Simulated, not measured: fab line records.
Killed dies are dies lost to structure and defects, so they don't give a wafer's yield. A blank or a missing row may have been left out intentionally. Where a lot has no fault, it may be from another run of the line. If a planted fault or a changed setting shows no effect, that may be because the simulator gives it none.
fab line records | flow n5-finfet
record: lots: 11 | wafers: 33 | last-day: 18
route steps=1938 shown HKMG_FIN@440 PAD_METAL@1894 PASSIVATION@1910
lots with no fault: from the same line, run without faults
start-h: hours from the record's first day to the start of the lot's first wafer shown | wait-h: how many hours have passed since the lot's step before this one | " unchanged from the row above | L1.1+2: a row that stands for several wafers | - no value, or no start given | * or withheld: withheld | < > ~ a bound
route shown NAME@n: NAME is a module with steps in the file, n the number in the route of the first one | usual: mean and standard deviation over wafers with no fault | same: alike in all rows | chamber/n: place in a boat | sites: each site's reading | _std_site: standard deviation of those values | _edge_site: inner sites' mean taken away from outer sites' mean | radius-mm: how far each site lies from the wafer's centre | mask NAME#n: copy n | behind: the tool/chamber that last shaped the wafer | hold: why the lot went on hold/how many hours it stayed there/how the hold came to an end | device: transistor that didn't switch, given as n, p or np | end of line: at the end of the route, the tests of the same wafers | a step given without rows: its recipe and nothing more | killed: the dies lost at the first sort to structure and to defects; this is not the yield of the wafer | map: a wafer's dies, marking killed ones x, the rest . and places with no die _
set.NAME: the setting that was run; set.NAME@STEP: the one run at that earlier step | model.NAME: the simulator's own value behind a step, which no gauge read
route steps across a sampled set of lots; one table per step, one row per wafer
services: a tool's chamber out of use, with start hour (start-h, from the record's first day; less than 0 if before it), hours out, and reason
== steps ==
step: N5_HKMG_FIN_WET_ETCH_18
recipe: chemistry: SC1 | target: TiN | mix: 1:1:5 | temp-c: * | time-s: 55 | target-depth-nm: 5.2 | dry: ipa-marangoni | rinse-time-s: 30 | rinse-temp-c: 23
usual: temp-c: *
lot.wafer | tool         | chamber | start-h | wait-h | temp-c
L158.2    | wet-bench-06 | 5       | 95.10   | 0.1    | *
L158.3    | "            | 1       | "       | "      | *
L158.5    | "            | 2       | "       | "      | *
L160.1    | wet-bench-06 | 5       | 105.29  | 0.1    | *
L160.2    | "            | 4       | "       | "      | *
L160.5    | "            | 0       | "       | "      | *
L161.2    | wet-bench-02 | 7       | 108.98  | 0.1    | *
L161.3    | "            | 4       | "       | "      | *
L161.4    | "            | 6       | "       | "      | *
L163.1    | wet-bench-06 | 7       | 128.71  | 0.1    | *
L163.5    | "            | 3       | "       | "      | *
L163.6    | "            | 6       | "       | "      | *
L164.2    | wet-bench-03 | 4       | 131.35  | 0.1    | *
L164.4    | "            | 2       | "       | "      | *
L164.5    | "            | 7       | "       | "      | *
L166.2    | wet-bench-06 | 2       | 143.01  | 0.1    | *
L166.3    | "            | 6       | "       | "      | *
L166.4    | "            | 7       | "       | "      | *
L168.2    | wet-bench-06 | 4       | 152.81  | 0.1    | *
L168.4    | "            | 3       | "       | "      | *
L168.6    | "            | 2       | "       | "      | *
L172.2    | wet-bench-03 | 6       | 179.40  | 0.1    | *
L172.3    | "            | 4       | "       | "      | *
L172.5    | "            | 7       | "       | "      | *
L173.2    | wet-bench-02 | 0       | 182.05  | 0.1    | *
L173.4    | "            | 5       | "       | "      | *
L173.6    | "            | 4       | "       | "      | *
L174.1    | wet-bench-02 | 2       | 188.76  | 0.1    | *
L174.2    | "            | 1       | "       | "      | *
L174.5    | "            | 3       | "       | "      | *
L178.2    | wet-bench-02 | 1       | 212.39  | 0.1    | *
L178.3    | "            | 5       | "       | "      | *
L178.5    | "            | 4       | "       | "      | *
step: N5_PASSIVATION_PRE_CLEAN_19
recipe: gas: H2/He | time-s: * | temp-c: *
usual: heater-power-w: 464/46
lot.wafer | tool           | chamber | start-h | wait-h | heater-power-w
L158.2    | pvd-sputter-03 | -       | 281.18  | 0.0    | 411
L158.3    | "              | -       | "       | "      | 545
L158.5    | "              | -       | "       | "      | 479
L161.2    | pvd-sputter-01 | -       | 304.16  | 0.0    | 452
L161.3    | "              | -       | "       | "      | 473
L161.4    | "              | -       | "       | "      | 405
L160.1    | pvd-sputter-01 | -       | 312.72  | 0.0    | 463
L160.2    | "              | -       | "       | "      | 452
L160.5    | "              | -       | "       | "      | 485
L163.1    | pvd-sputter-02 | -       | 313.76  | 0.0    | 415
L163.5    | "              | -       | "       | "      | 413
L163.6    | "              | -       | "       | "      | 430
L164.2    | pvd-sputter-01 | -       | 314.92  | 0.0    | 482
L164.4    | "              | -       | "       | "      | 418
L164.5    | "              | -       | "       | "      | 420
L166.2    | pvd-sputter-03 | -       | 344.49  | 0.0    | 464
L166.3    | "              | -       | "       | "      | 416
L166.4    | "              | -       | "       | "      | 560
L168.2    | pvd-sputter-02 | -       | 344.64  | 0.0    | 432
L168.4    | "              | -       | "       | "      | 405
L168.6    | "              | -       | "       | "      | 517
L172.2    | pvd-sputter-01 | -       | 369.16  | 0.0    | 408
L172.3    | "              | -       | "       | "      | 483
L172.5    | "              | -       | "       | "      | 455
L174.1    | pvd-sputter-03 | -       | 370.25  | 0.0    | 562
L174.2    | "              | -       | "       | "      | 403
L174.5    | "              | -       | "       | "      | 421
L173.2    | pvd-sputter-02 | -       | 373.65  | 0.0    | 434
L173.4    | "              | -       | "       | "      | 455
L173.6    | "              | -       | "       | "      | 465
L178.2    | pvd-sputter-02 | -       | 421.24  | 0.0    | 429
L178.3    | "              | -       | "       | "      | 409
L178.5    | "              | -       | "       | "      | 420
step: N5_PASSIVATION_ETCH_59
recipe: chemistry: Cl2/BCl3 | target: TaN | target-depth-a: 650 | time-s: 34.9 | ion-energy-ev: 100 | pressure-mtorr: 10 | icp-w: 900 | bias-w: 100 | Cl2_flow_sccm: 60 | bcl3-flow-sccm: 30
usual: drypump-motor-current-A: 5.6/0.42 | mfc-cl2-sccm: 60.01/0.17 | oes-product-au: 0.77/0.07 | throttle-valve-pct: 21.28/0.2
lot.wafer | tool         | chamber | start-h | wait-h | drypump-motor-current-A | mfc-cl2-sccm | oes-product-au | rf-hours-counter-h | throttle-valve-pct
L158.2    | rie-metal-01 | 0       | 282.36  | 0.3    | 5.1                     | 60.12        | 0.90           | 10                 | 21.43
L158.3    | "            | 0       | "       | "      | 5.2                     | 60.39        | 0.89           | -                  | 21.45
L158.5    | "            | 0       | "       | "      | 5.2                     | 59.89        | 0.90           | -                  | 21.44
L161.2    | rie-metal-01 | 1       | 305.35  | 0.3    | 5.8                     | 60.02        | 0.66           | 96                 | 21.40
L161.3    | "            | 0       | "       | "      | 5.2                     | 60.03        | 0.88           | -                  | 21.45
L161.4    | "            | 1       | "       | "      | 5.8                     | 59.76        | 0.66           | -                  | 21.42
L160.1    | rie-metal-03 | 0       | 314.25  | 0.3    | 5.5                     | 60.04        | 0.74           | 65                 | 21.27
L160.2    | "            | 1       | "       | "      | 6.0                     | 59.82        | 0.82           | 36                 | 21.44
L160.5    | "            | 1       | "       | "      | 6.0                     | 59.93        | 0.81           | -                  | 21.45
L163.1    | rie-metal-03 | 0       | 315.01  | 0.3    | 5.5                     | 59.84        | 0.74           | 66                 | 21.29
L163.5    | "            | 0       | "       | "      | 5.5                     | 59.90        | 0.73           | -                  | 21.30
L163.6    | "            | 1       | "       | "      | 6.0                     | 59.95        | 0.81           | -                  | 21.45
L164.2    | rie-metal-01 | 0       | 316.11  | 0.3    | 5.2                     | 60.25        | 0.88           | 13                 | 21.44
L164.4    | "            | 1       | "       | "      | 5.8                     | 59.79        | 0.66           | -                  | 21.40
L164.5    | "            | 0       | "       | "      | 5.2                     | 60.28        | 0.88           | -                  | 21.43
L166.2    | rie-metal-03 | 1       | 345.80  | 0.3    | 6.0                     | 59.86        | 0.80           | 39                 | 21.46
L166.3    | "            | 1       | "       | "      | 6.0                     | 59.49        | 0.80           | -                  | 21.44
L166.4    | "            | 0       | "       | "      | 5.5                     | 60.03        | 0.73           | -                  | 21.30
L168.2    | rie-metal-01 | 1       | 345.86  | 0.3    | 5.7                     | 60.02        | 0.65           | 100                | 21.42
L168.4    | "            | 1       | "       | "      | 5.8                     | 59.98        | 0.65           | -                  | 21.41
L168.6    | "            | 1       | "       | "      | 5.8                     | 59.99        | 0.65           | -                  | 21.42
L172.2    | rie-metal-02 | 0       | 370.48  | 0.3    | 5.2                     | 60.16        | 0.80           | 34                 | 20.97
L172.3    | "            | 1       | "       | "      | 6.3                     | 59.98        | 0.77           | -                  | 20.98
L172.5    | "            | 1       | "       | "      | 6.3                     | 60.16        | 0.79           | -                  | 20.97
L174.1    | rie-metal-01 | 0       | 371.56  | 0.3    | 5.2                     | 60.07        | 0.85           | 19                 | 21.42
L174.2    | "            | 1       | "       | "      | 5.8                     | 59.93        | 0.65           | 103                | 21.40
L174.5    | "            | 1       | "       | "      | 5.8                     | 59.80        | 0.65           | -                  | 21.41
L173.2    | rie-metal-02 | 0       | 374.84  | 0.3    | 5.1                     | 60.27        | 0.80           | 35                 | 20.97
L173.4    | "            | 1       | "       | "      | 6.3                     | 59.93        | 0.78           | -                  | 20.97
L173.6    | "            | 0       | "       | "      | 5.1                     | 59.84        | 0.81           | -                  | 20.96
L178.2    | rie-metal-03 | 0       | 422.42  | 0.3    | 5.5                     | 59.89        | 0.71           | 74                 | 21.30
L178.3    | "            | 1       | "       | "      | 6.0                     | 60.11        | 0.78           | -                  | 21.48
L178.5    | "            | 1       | "       | "      | 6.0                     | 59.98        | 0.78           | -                  | 21.49
step: N5_PASSIVATION_PECVD_35
recipe: material: SiNx | target-thk-a: 7000 | temp-c: 400 | precursor: SiH4/NH3/N2 | pressure-torr: 4.9 | rf-w: 1406 | time-s: 151.3
usual: chamber-pressure-Torr: 4.900/0.011 | heater-power-w: 348/84 | showerhead-plenum-p-Torr: 8.65/0.078 | throttle-valve-pct: 29.4/1.6
lot.wafer | tool     | chamber | start-h | wait-h | chamber-pressure-Torr | heater-power-w | showerhead-plenum-p-Torr | throttle-valve-pct
L158.2    | pecvd-02 | 0       | 283.15  | 0.1    | 4.911                 | 287            | 8.77                     | 32.1
L158.3    | "        | 1       | "       | "      | 4.900                 | 225            | 8.58                     | 28.4
L158.5    | "        | 2       | "       | "      | 4.897                 | 289            | 8.55                     | 27.7
L161.2    | pecvd-04 | 0       | 306.23  | 0.1    | 4.906                 | 448            | 8.73                     | 28.9
L161.3    | "        | 1       | "       | "      | 4.886                 | 361            | 8.67                     | 30.6
L161.4    | "        | 1       | "       | "      | 4.895                 | 389            | 8.70                     | 30.5
L160.1    | pecvd-01 | 0       | 315.16  | 0.1    | 4.896                 | 416            | 8.68                     | 30.1
L160.2    | "        | 2       | "       | "      | 4.901                 | 453            | 8.59                     | 29.6
L160.5    | "        | 1       | "       | "      | 4.912                 | 553            | 8.73                     | 30.9
L163.1    | pecvd-04 | 0       | 315.74  | 0.1    | 4.913                 | 439            | 8.73                     | 28.9
L163.5    | "        | 2       | "       | "      | 4.879                 | 336            | 8.57                     | 26.9
L163.6    | "        | 1       | "       | "      | 4.896                 | 378            | 8.65                     | 30.3
L164.2    | pecvd-01 | 2       | 317.03  | 0.1    | 4.895                 | 397            | 8.58                     | 30.1
L164.4    | "        | 2       | "       | "      | 4.914                 | 426            | 8.59                     | 29.9
L164.5    | "        | 0       | "       | "      | 4.902                 | 394            | 8.70                     | 30.3
L166.2    | pecvd-04 | 0       | 346.52  | 0.1    | 4.910                 | 376            | 8.74                     | 28.7
L166.3    | "        | 1       | "       | "      | 4.904                 | 400            | 8.67                     | 30.5
L166.4    | "        | 2       | "       | "      | 4.894                 | 384            | 8.58                     | 27.2
L168.2    | pecvd-02 | 1       | 346.65  | 0.1    | 4.881                 | 269            | 8.60                     | 28.4
L168.4    | "        | 1       | "       | "      | 4.890                 | 305            | 8.61                     | 28.3
L168.6    | "        | 0       | "       | "      | 4.916                 | 347            | 8.77                     | 31.9
L172.2    | pecvd-02 | 2       | 371.21  | 0.1    | 4.906                 | 244            | 8.54                     | 28.0
L172.3    | "        | 0       | "       | "      | 4.897                 | 367            | 8.75                     | 32.0
L172.5    | "        | 0       | "       | "      | 4.885                 | 390            | 8.78                     | 31.7
L174.1    | pecvd-02 | 0       | 372.28  | 0.1    | 4.907                 | 335            | 8.77                     | 32.0
L174.2    | "        | 2       | "       | "      | 4.924                 | 242            | 8.54                     | 27.7
L174.5    | "        | 2       | "       | "      | 4.923                 | 276            | 8.54                     | 28.0
L173.2    | pecvd-02 | 1       | 375.57  | 0.1    | 4.889                 | 229            | 8.62                     | 28.1
L173.4    | "        | 1       | "       | "      | 4.910                 | 272            | 8.59                     | 28.2
L173.6    | "        | 0       | "       | "      | 4.909                 | 288            | 8.79                     | 31.9
L178.2    | pecvd-02 | 1       | 423.16  | 0.1    | 4.909                 | 215            | 8.59                     | 28.0
L178.3    | "        | 0       | "       | "      | 4.881                 | 346            | 8.76                     | 31.6
L178.5    | "        | 2       | "       | "      | 4.907                 | 237            | 8.57                     | 27.9
step: N5_PASSIVATION_PROBE_49
usual: defect-limited-yield: 91.2/1.4 | killed_at_M0_to_M3: 35/11 | killed_at_M4_up: 12/4.2 | killed-at-contacts: 13/5.6 | killed-at-front-end: 40/12 | killed-at-other: 3.3/2.6 | killed-dies: 103/17 | killed-open: 68/12 | killed-short: 34/7.6 | sort_bin_5_function: 5.1/0.95 | sort_bin_6_memory: 3.3/0.68 | sort_bin_8_speed: 0.00/0.007 | sort-n-pass: 1077/17 | sort-yield-pct: 91.2/1.4
same: gross-dies: 1180 | killed-at-back-side: 0 | sort_bin_4_leakage[%]: 0
lot.wafer | tool      | chamber | start-h | wait-h | defect-limited-yield[%] | killed_at_M0_to_M3 | killed_at_M4_up | killed-at-contacts | killed-at-front-end | killed-at-other | killed-dies | killed-open | killed-short | sort_bin_5_function[%] | sort_bin_6_memory[%] | sort_bin_8_speed[%] | sort-n-pass | sort-yield-pct[%]
L163.1    | prober-01 | -       | 319.35  | 0.0    | 91.8                    | 37                 | 25              | 7                  | 24                  | 4               | 97          | 65          | 32           | 4.6                    | 3.3                  | 0                   | 1083        | 91.8
L163.5    | prober-01 | -       | 319.55  | 0.2    | 91.7                    | 26                 | 12              | 19                 | 39                  | 2               | 98          | 68          | 30           | 5.3                    | 2.9                  | 0                   | 1082        | 91.7
L163.6    | prober-01 | -       | 319.60  | 0.3    | 91.7                    | 26                 | 12              | 12                 | 47                  | 1               | 98          | 63          | 35           | 4.3                    | 3.8                  | 0                   | 1082        | 91.7
L166.2    | prober-01 | -       | 351.15  | 0.1    | 85.1                    | 53                 | 11              | 4                  | 103                 | 5               | 176         | 87          | 36           | 9.1                    | 4.7                  | 0                   | 1004        | 85.1
L166.3    | prober-01 | -       | 351.20  | 0.1    | 85.3                    | 34                 | 7               | 7                  | 116                 | 9               | 173         | 67          | 29           | 9.6                    | 3.3                  | 0                   | 1007        | 85.3
L166.4    | prober-01 | -       | 351.25  | 0.2    | 80.9                    | 35                 | 5               | 11                 | 169                 | 5               | 225         | 68          | 32           | 12.4                   | 3.7                  | 0                   | 955         | 80.9
L168.2    | prober-01 | -       | 351.45  | 0.4    | 82.5                    | 28                 | 3               | 15                 | 159                 | 2               | 207         | 51          | 27           | 10.6                   | 3.8                  | 0                   | 973         | 82.5
L168.4    | prober-01 | -       | 351.55  | 0.5    | 84.4                    | 15                 | 12              | 16                 | 140                 | 1               | 184         | 37          | 26           | 8.3                    | 4.2                  | 0                   | 996         | 84.4
L168.6    | prober-01 | -       | 351.65  | 0.6    | 85.4                    | 45                 | 15              | 25                 | 85                  | 2               | 172         | 84          | 31           | 7.5                    | 5.3                  | 0                   | 1008        | 85.4
killed by level:class
L163.1 BEOL_M4:geometric-particle:open=14 BEOL_M0_SAQP:geometric-particle:short=9 BEOL_M3:geometric-particle:open=8 MOL_CONTACT_COAG:geometric-particle:open=6 BEOL_M1:geometric-particle:open=6 FIN_SAQP:geometric-particle:short=5 BEOL_M0_SAQP:geometric-particle:open=5 BEOL_M4:geometric-particle:short=5
L163.5 MOL_CONTACT_COAG:geometric-particle:open=17 FIN_SAQP:geometric-particle:open=11 BEOL_M4:geometric-particle:open=9 FIN_SAQP:geometric-particle:short=8 BEOL_M3:geometric-particle:open=7 BEOL_M0_SAQP:geometric-particle:open=6 GATE_CUT:geometric-particle:short=5 BEOL_M0_SAQP:geometric-particle:short=5
L163.6 STI_FIN_REVEAL:geometric-particle:open=10 MOL_CONTACT_COAG:geometric-particle:open=10 BEOL_M4:geometric-particle:open=9 FIN_SAQP:geometric-particle:short=8 DUMMY_GATE:geometric-particle:open=7 ILD0:geometric-particle:short=5 BEOL_M0_SAQP:geometric-particle:open=5 BEOL_M3:geometric-particle:open=5
L166.2 HKMG_FIN:unspecified=52 BEOL_M0_SAQP:geometric-particle:open=15 BEOL_M2:geometric-particle:open=14 FIN_SAQP:geometric-particle:short=13 FIN_SAQP:geometric-particle:open=10 BEOL_M1:geometric-particle:open=9 STI_FIN_REVEAL:geometric-particle:open=7 BEOL_M0_SAQP:geometric-particle:short=5
L166.3 HKMG_FIN:unspecified=77 FIN_SAQP:geometric-particle:open=12 STI_FIN_REVEAL:geometric-particle:open=9 BEOL_M2:geometric-particle:open=9 BEOL_M0_SAQP:geometric-particle:open=7 MIM_BOT:geometric-particle:open=6 FIN_SAQP:geometric-particle:short=5 MOL_CONTACT_COAG:geometric-particle:open=5
L166.4 HKMG_FIN:unspecified=124 STI_FIN_REVEAL:geometric-particle:open=10 FIN_SAQP:geometric-particle:open=8 FIN_SAQP:geometric-particle:short=8 MOL_CONTACT_COAG:geometric-particle:open=8 BEOL_M2:geometric-particle:open=8 BEOL_M0:geometric-particle:open=7 GATE_CUT:geometric-particle:short=5
L168.2 HKMG_FIN:unspecified=129 MOL_CONTACT_COAG:geometric-particle:open=14 BEOL_M0_SAQP:geometric-particle:short=9 FIN_SAQP:geometric-particle:short=7 FIN_SAQP:geometric-particle:open=6 STI_FIN_REVEAL:geometric-particle:open=6 BEOL_M0_SAQP:geometric-particle:open=6 BEOL_M2:geometric-particle:open=6
L168.4 HKMG_FIN:unspecified=121 MOL_CONTACT_COAG:geometric-particle:open=12 BEOL_M5:geometric-particle:open=5 STI_FIN_REVEAL:geometric-particle:open=4 ILD0:geometric-particle:short=4 GATE_CUT:geometric-particle:short=4 MOL_CONTACT_COAG:geometric-particle:short=4 BEOL_M2:geometric-particle:short=3
L168.6 HKMG_FIN:unspecified=57 MOL_CONTACT_COAG:geometric-particle:open=21 BEOL_M2:geometric-particle:open=14 BEOL_M0_SAQP:geometric-particle:open=10 STI_FIN_REVEAL:geometric-particle:open=8 BEOL_M4:geometric-particle:open=8 BEOL_M0_SAQP:geometric-particle:short=7 BEOL_M3:geometric-particle:open=5
== services ==
tool           | chamber | start-h | hours | kind
pvd-sputter-03 | -       | 102.19  | 3.2   | repair
pecvd-01       | -       | 160.29  | 28.1  | pm
wet-bench-06   | -       | 170.09  | 91.6  | repair
rie-metal-01   | 0       | 170.61  | 11.9  | repair
wet-bench-03   | -       | 183.84  | 0.6   | repair
rie-metal-02   | 1       | 187.87  | 1.7   | repair
rie-metal-03   | 0       | 215.64  | 3.2   | repair
pecvd-04       | -       | 221.49  | 0.8   | repair
rie-metal-02   | 0       | 223.35  | 4.1   | repair
rie-metal-03   | 0       | 224.56  | 9.9   | repair
pecvd-04       | -       | 225.70  | 4.3   | pm
wet-bench-03   | -       | 239.61  | 3.1   | repair
rie-metal-02   | 0       | 258.04  | 13.5  | repair
rie-metal-01   | 0       | 262.30  | 15.0  | repair
rie-metal-03   | -       | 271.82  | 0.6   | repair
pvd-sputter-01 | -       | 281.97  | 1.4   | repair
wet-bench-06   | -       | 315.67  | 0.8   | repair
pvd-sputter-01 | -       | 327.03  | 2.4   | repair
pvd-sputter-02 | -       | 370.99  | 0.6   | repair
pecvd-04       | -       | 371.92  | 0.8   | repair
pvd-sputter-01 | -       | 380.43  | 12.0  | repair
pvd-sputter-01 | -       | 400.98  | 8.2   | repair
pecvd-02       | 1       | 406.31  | 5.9   | repair
rie-metal-01   | -       | 410.29  | 0.1   | repair
== key ==
first-sign: step: N5_PASSIVATION_PROBE_49 | reading: killed-at-front-end | direction: up | sigmas: 7.3 | usual: 40 | struck: 129
effect: step: N5_PASSIVATION_PROBE_49 | reading: defect-limited-yield | direction: down | sigmas: 5.1 | usual: 91.2 | struck: 83.9
more-kills-born-at: N5_HKMG_FIN_WET_ETCH_18@wet-bench-06: 560
met-at N5_HKMG_FIN_WET_ETCH_18
struck-lots L166,L168
not-acting-at N5_PASSIVATION_PRE_CLEAN_19,N5_PASSIVATION_ETCH_59,N5_PASSIVATION_PECVD_35
onset-between 128.71 143.01
fault: kind: chamber-particle-source | tool: wet-bench-06 | chamber: - | onset-h: 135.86 | steps: N5_HKMG_FIN_WET_ETCH_18 | rate-per-visit-cm2: 0.91374 | end-h: 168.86
